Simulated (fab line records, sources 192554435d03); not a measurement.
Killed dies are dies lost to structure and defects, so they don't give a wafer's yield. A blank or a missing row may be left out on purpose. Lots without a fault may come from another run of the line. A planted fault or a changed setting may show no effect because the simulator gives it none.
Chamber matching | flow n5_finfet | N5_FIN_CUT_CUT_ETCH_27 on rie_diel-02: 4 sister chambers
The step etches SiO2 in CHF3/O2, target depth 4 nm, overetch 2 nm, time 4.9 s. 14 wafers are shown with their chamber, then 7 later ones without.

WAFERS WITH THEIR CHAMBER
wafer  | chamber | drypump_motor_current_A (A) | rf_vpp_V (V) | throttle_valve_pct (%)
L079.2 | 3       | 6.3                         | 506          | 19.03
L079.3 | 0       | 5.5                         | 529          | 19.14
L079.5 | 3       | 6.3                         | 506          | 19.02
L080.1 | 1       | 5.7                         | 531          | 18.93
L080.3 | 2       | 6.2                         | 526          | 18.65
L080.4 | 2       | 6.2                         | 528          | 18.66
L081.1 | 2       | 6.2                         | 525          | 18.66
L081.4 | 1       | 5.7                         | 529          | 18.95
L081.6 | 0       | 5.5                         | 530          | 19.14
L086.1 | 2       | 6.2                         | 527          | 18.68
L086.4 | 3       | 6.3                         | 515          | 18.63
L086.5 | 2       | 6.1                         | 526          | 18.68
L090.1 | 0       | 5.5                         | 529          | 19.18
L090.3 | 1       | 5.7                         | 529          | 18.97

SIGNATURES (means of the wafers above)
reading                 | chamber 0 | chamber 1 | chamber 2 | chamber 3 | scatter within a chamber
drypump_motor_current_A | 5.500     | 5.700     | 6.180     | 6.300     | 0.0283
rf_vpp_V                | 529.33    | 529.67    | 526.40    | 509.00    | 2.5
throttle_valve_pct      | 19.1533   | 18.9500   | 18.6660   | 18.8933   | 0.103
Rule: a wafer's distance from a chamber is the root of the sum, over the readings, of the square of ((its reading less the chamber's mean) divided by the reading's scatter). The wafer belongs to the nearest chamber; if the next one is less than 2 further off, it can't be placed. The scatter: the root of (the sum of the squares of (reading less its chamber's mean) over the shown wafers, divided by (wafers less chambers)).

WAFERS WITHOUT THEIR CHAMBER
wafer  | drypump_motor_current_A (A) | rf_vpp_V (V) | throttle_valve_pct (%)
L090.6 | 5.7                         | 530          | 18.96
L092.2 | 6.2                         | 527          | 18.67
L092.3 | 5.7                         | 529          | 18.96
L092.6 | 5.5                         | 529          | 19.17
L093.1 | 5.5                         | 530          | 19.18
L093.3 | 6.2                         | 525          | 18.67
L093.5 | 6.2                         | 526          | 18.69

WHICH CHAMBER EACH WENT THROUGH
wafer  | from the rows above | in truth
L090.6 | 1                   | 1
L092.2 | 2                   | 2
L092.3 | 1                   | 1
L092.6 | 0                   | 0
L093.1 | 0                   | 0
L093.3 | 2                   | 2
L093.5 | 2                   | 2
Placed correctly: 7 of 7. Can't be placed from these rows: 0. Placed wrongly: 0.
